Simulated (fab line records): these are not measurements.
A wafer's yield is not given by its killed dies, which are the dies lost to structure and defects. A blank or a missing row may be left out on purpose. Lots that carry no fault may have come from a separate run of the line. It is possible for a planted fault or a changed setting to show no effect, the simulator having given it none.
Chamber matching -- flow nand-harc -- 4 sister chambers for NHARC_A_CONTACT_ALD_18 on ald-metal-01
The step deposits TiN, target thk 3 nm, pulse time 1 s, ald cycles 150. 22 wafers are shown with their chamber, then 11 later ones without.

== WAFERS PAIRED WITH THEIR CHAMBERS ==
wafer,chamber,heater-power-w (W),precursor-pulse-height-rel
L078.1,3,1039,0.983
L078.2,0,1169,1.008
L078.5,0,1179,0.961
L080.1,1,948,0.992
L080.2,0,1184,1.008
L080.4,3,1014,1.013
L080.3,3,1053,0.982
L080.5,1,924,1.004
L080.6,0,1159,1.036
L083.1,1,955,1.003
L083.2,0,1203,0.979
L083.6,3,1065,1.001
L085.2,1,952,1.022
L085.4,0,1140,1.042
L085.6,1,925,1.010
L086.1,0,1189,1.021
L086.2,1,931,1.000
L086.6,0,1174,0.985
L088.3,2,1021,0.995
L088.4,0,1219,0.980
L088.5,1,950,1.038
L088.1,3,1076,0.968

SIGNATURES (averages over the wafers above)
reading,chamber 0,chamber 1,chamber 2,chamber 3,scatter within a chamber
heater-power-w,1179.56,940.71,1021.00,1049.40,20.8
precursor-pulse-height-rel,1.00222,1.00986,0.99500,0.98940,0.0222
Rule: for each reading, subtract the chamber's mean from the wafer's reading, divide by that reading's scatter and square the result; add these up over the readings and take the root, which gives the wafer's distance from the chamber. If the next closest chamber is less than 2 further off than the closest, the wafer can't be placed; otherwise it belongs to the closest. The scatter: the root of (the sum of the squares of (reading less its chamber's mean) over the shown wafers, divided by (wafers less chambers)).

== WAFERS WHOSE CHAMBER IS MISSING ==
wafer,heater-power-w (W),precursor-pulse-height-rel
L088.2,933,1.000
L088.6,1178,0.974
L089.1,925,1.001
L089.4,1047,0.943
L089.5,1045,0.987
L091.1,1053,0.969
L091.5,1072,0.993
L091.6,1201,1.017
L092.1,1201,0.990
L092.2,947,0.979
L092.5,1050,1.017

== THE CHAMBER EACH PASSED THROUGH ==
wafer,from the rows above,in truth
L088.2,1,1
L088.6,0,0
L089.1,1,1
L089.4,can't be placed: 3 or 2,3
L089.5,can't be placed: 3 or 2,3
L091.1,can't be placed: 3 or 2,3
L091.5,can't be placed: 3 or 2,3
L091.6,0,0
L092.1,0,0
L092.2,1,1
L092.5,can't be placed: 3 or 2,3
Placed correctly: 6 of 11. Cannot be placed on the basis of these rows: 5; the candidates contain the true chamber in 5. Number placed wrongly: 0.
